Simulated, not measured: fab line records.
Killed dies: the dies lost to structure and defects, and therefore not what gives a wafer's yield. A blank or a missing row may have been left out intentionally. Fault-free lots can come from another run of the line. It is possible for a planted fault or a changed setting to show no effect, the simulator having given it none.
Chamber matching / flow n5_finfet / ald_sin-03 running N5_GATE_CUT_SAC_CAP_01: 4 sister chambers
The step material SiNx, target thk 24 nm, pulse time 1 s, ald cycles 480. 8 wafers are shown with their chamber, then 10 later ones without.

== WAFERS, EACH WITH ITS CHAMBER ==
wafer=L081.5; chamber=3; heater_power_w (W)=774; precursor_pulse_height_rel=1.004
wafer=L084.2; chamber=0; heater_power_w (W)=710; precursor_pulse_height_rel=0.965
wafer=L084.5; chamber=1; heater_power_w (W)=831; precursor_pulse_height_rel=1.009
wafer=L087.1; chamber=2; heater_power_w (W)=794; precursor_pulse_height_rel=1.013
wafer=L087.4; chamber=0; heater_power_w (W)=701; precursor_pulse_height_rel=1.038
wafer=L087.6; chamber=1; heater_power_w (W)=811; precursor_pulse_height_rel=0.992
wafer=L088.1; chamber=2; heater_power_w (W)=797; precursor_pulse_height_rel=0.996
wafer=L088.2; chamber=3; heater_power_w (W)=760; precursor_pulse_height_rel=1.037

== WAFERS WHOSE CHAMBER IS MISSING ==
wafer=L088.4; heater_power_w (W)=706; precursor_pulse_height_rel=0.970
wafer=L089.1; heater_power_w (W)=776; precursor_pulse_height_rel=1.020
wafer=L089.2; heater_power_w (W)=712; precursor_pulse_height_rel=0.991
wafer=L089.3; heater_power_w (W)=825; precursor_pulse_height_rel=1.008
wafer=L089.4; heater_power_w (W)=791; precursor_pulse_height_rel=0.972
wafer=L089.5; heater_power_w (W)=783; precursor_pulse_height_rel=0.943
wafer=L089.6; heater_power_w (W)=704; precursor_pulse_height_rel=0.993
wafer=L097.1; heater_power_w (W)=719; precursor_pulse_height_rel=1.013
wafer=L097.2; heater_power_w (W)=835; precursor_pulse_height_rel=0.969
wafer=L097.5; heater_power_w (W)=809; precursor_pulse_height_rel=0.977

== EACH ONE'S CHAMBER ==
wafer=L088.4; from the rows above=0; in truth=0
wafer=L089.1; from the rows above=can't be placed: 3 or 2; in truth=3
wafer=L089.2; from the rows above=0; in truth=0
wafer=L089.3; from the rows above=1; in truth=1
wafer=L089.4; from the rows above=can't be placed: 2 or 3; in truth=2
wafer=L089.5; from the rows above=can't be placed: 2 or 3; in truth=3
wafer=L089.6; from the rows above=0; in truth=0
wafer=L097.1; from the rows above=0; in truth=0
wafer=L097.2; from the rows above=1; in truth=1
wafer=L097.5; from the rows above=can't be placed: 1 or 2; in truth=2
Correctly placed: 6 of 10. Can't be placed from these rows: 4 (the true chamber is among the candidates in 4). Placed wrongly: 0.
How it was worked out, from the rows above alone: a wafer's distance from a chamber is the root of the sum, over the readings, of the square of ((its reading less the chamber's mean) divided by the reading's scatter). The wafer belongs to the nearest chamber; if the next one is less than 2 further off, it can't be placed. For every chamber, the mean is computed from those of its wafers that are shown. The scatter: take each reading less its chamber's mean, square it, sum over the shown wafers, divide by the number of wafers less the number of chambers, and take the root.
